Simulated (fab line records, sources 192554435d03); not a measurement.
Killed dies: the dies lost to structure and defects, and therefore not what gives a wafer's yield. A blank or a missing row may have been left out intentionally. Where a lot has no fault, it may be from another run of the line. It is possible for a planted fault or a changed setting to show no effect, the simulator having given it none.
Matching of chambers | flow n5Finfet | N5_BEOL_M0_SAQP_DESCUM_45 on rieDiel-02: 4 sister chambers
The step chemistry O2, time 7 s. 8 wafers are shown with their chamber, then 7 later ones without.

== EACH WAFER AND ITS CHAMBER ==
wafer  | chamber | oesProductAu (a.u.) | throttleValvePct (%)
L080.1 | 3       | 0.69                | 20.57
L080.2 | 2       | 0.67                | 20.71
L080.3 | 0       | 0.98                | 20.19
L080.4 | 1       | 0.71                | 20.77
L080.5 | 2       | 0.68                | 20.68
L080.6 | 1       | 0.71                | 20.76
L082.1 | 3       | 0.69                | 20.56
L082.2 | 0       | 0.96                | 20.21

== WAFERS WITH NO CHAMBER GIVEN ==
wafer  | oesProductAu (a.u.) | throttleValvePct (%)
L082.5 | 0.69                | 20.57
L091.2 | 0.91                | 20.23
L091.4 | 0.70                | 20.80
L091.6 | 0.92                | 20.24
L096.1 | 0.67                | 20.60
L096.3 | 0.69                | 20.80
L096.5 | 0.92                | 20.38

== WHICH CHAMBER EACH ONE RAN IN ==
wafer  | from the rows above | in truth
L082.5 | 3                   | 3
L091.2 | 0                   | 0
L091.4 | 1                   | 1
L091.6 | 0                   | 0
L096.1 | 3                   | 3
L096.3 | 1                   | 1
L096.5 | 0                   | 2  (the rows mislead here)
6 of 7 placed correctly. Not placeable from these rows: 0. Number placed wrongly: 1.
How it was worked out, from the rows above alone: a wafer's distance from a chamber is the root of the sum, over the readings, of the square of ((its reading less the chamber's mean) divided by the reading's scatter). If the next closest chamber is less than 2 further off than the closest, the wafer can't be placed; otherwise it belongs to the closest. Each chamber's mean is taken over the wafers shown for it. The scatter: the root of (the sum of the squares of (reading less its chamber's mean) over the shown wafers, divided by (wafers less chambers)).
